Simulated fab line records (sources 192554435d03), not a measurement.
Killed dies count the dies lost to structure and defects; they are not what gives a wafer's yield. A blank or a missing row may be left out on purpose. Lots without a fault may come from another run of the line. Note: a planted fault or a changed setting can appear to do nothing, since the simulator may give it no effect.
A lot that was struck, set against a sound lot -- flow n5 finfet -- 14 steps out of a route of 1938
Sound: the wafers L357.1, L357.2, L357.6. Struck: wafer L355.5; the same lot's L355.4 was not struck, so it is left out; see the end for the cause.
Per side, at each step with rows, come the tool, then ch with its chambers, and then its first start. Under that, the readings that differ: sound wafers -- struck wafers -- difference of the means -- sigmas: that difference in standard deviations of wafers without a fault.
alike: same words and numbers on both sides, and readings whose means sit less than 2 such deviations apart. not compared: any withheld reading, any reading some wafer has no value for, any bound like >300 that may hide the same value, and any number with overlapping values for which the record gives no deviation.
The two part at a step that has a row with sigmas, a row that says differs or no value, or rows on one side only. Non-overlapping numbers with no deviation appear without sigmas and do not part them. Lack of a reading on every wafer of one side parts them only where that side has two or more wafers.

first, 2 steps without rows for these wafers: N5_BEOL_M7_PRECLEAN_42 (cleans in residue remover, time 60 s); N5_BEOL_M7_SRD_43 (time 30 s).
N5_BEOL_M7_CD_MEAS_35 targets a cd of 40 nm.
  sound on cd sem-01, day 13 04:38; struck on cd sem-03, day 12 06:02
  alike: cd nm
N5_BEOL_M7_CURE_75: cures SiCOH lowk, time 120 s.
  sound on uv cure-03 ch 0, day 13 04:41; struck on uv cure-03 ch 1, day 12 06:14
  alike: lamp power pct, wafer_temp_C_max
N5_BEOL_M7_DEGAS_44: time 60 s.
  sound on pvd sputter-03, day 13 05:14; struck on pvd sputter-02, day 12 06:27
reading,sound,struck,difference,sigmas
heater power w (W),308 389 383,265,-95,-3
then, 2 steps without rows for these wafers: N5_BEOL_M7_PRE_CLEAN_45 (time 30 s); N5_BEOL_M7_ALD_77 (deposits TaN, target thk 2 nm, pulse time 2 s, purge time 3 s).
N5_BEOL_M7_SURFACE_TREAT_79:
  sound on pvd sputter-01, day 13 06:30; struck on pvd sputter-02, day 12 06:51
  not compared: throttle valve pct
then, 1 step without rows for these wafers: N5_BEOL_M7_CVD_78 (deposits Co from CCTBA/H2, target thk 2 nm, time 142.3 s).
N5_BEOL_M7_SPUTTER_48: material Cu, target thk 10 nm, time 1.667 s.
  sound on pvd sputter-01, day 13 07:11; struck on pvd sputter-01, day 12 07:22
  alike: bias v, throttle valve pct
then, 1 step without rows for these wafers: N5_BEOL_M7_ECD_50 (material Cu, target thk 300 nm).
N5_BEOL_M7_ANNEAL_51: time 90 s.
  sound on rtp anneal-01 ch 0, day 13 07:23; struck on rtp anneal-01 ch 0, day 12 07:43
  alike: wafer_temp_C_max
N5_BEOL_M7_CMP_52: polishes, stops on SiCOH lowk, t overpolish 6.9 s, target thk 80 nm.
  sound on cmp-03 ch 2,3, day 13 07:41; struck on cmp-02 ch 1, day 12 07:55
reading,sound,struck,difference,sigmas
barrier field endpoint s (s),27.8 28.3 27.6,15.7,-12.2,-17
time to endpoint s (s),58.9 60.3 60.1,33.6,-26.2,-10
  alike: motor current A, overpolish run s, slurry filter dp kPa
N5_PASSIVATION_PROBE_49:
  rows exist in the record for the sound wafers here (prober-02, day 16 00:48), none for the struck ones

== WHERE THEY PART ==
At N5_BEOL_M7_DEGAS_44 first; at N5_PASSIVATION_PROBE_49 last (within this record only).

WHY: the cause the simulator had injected
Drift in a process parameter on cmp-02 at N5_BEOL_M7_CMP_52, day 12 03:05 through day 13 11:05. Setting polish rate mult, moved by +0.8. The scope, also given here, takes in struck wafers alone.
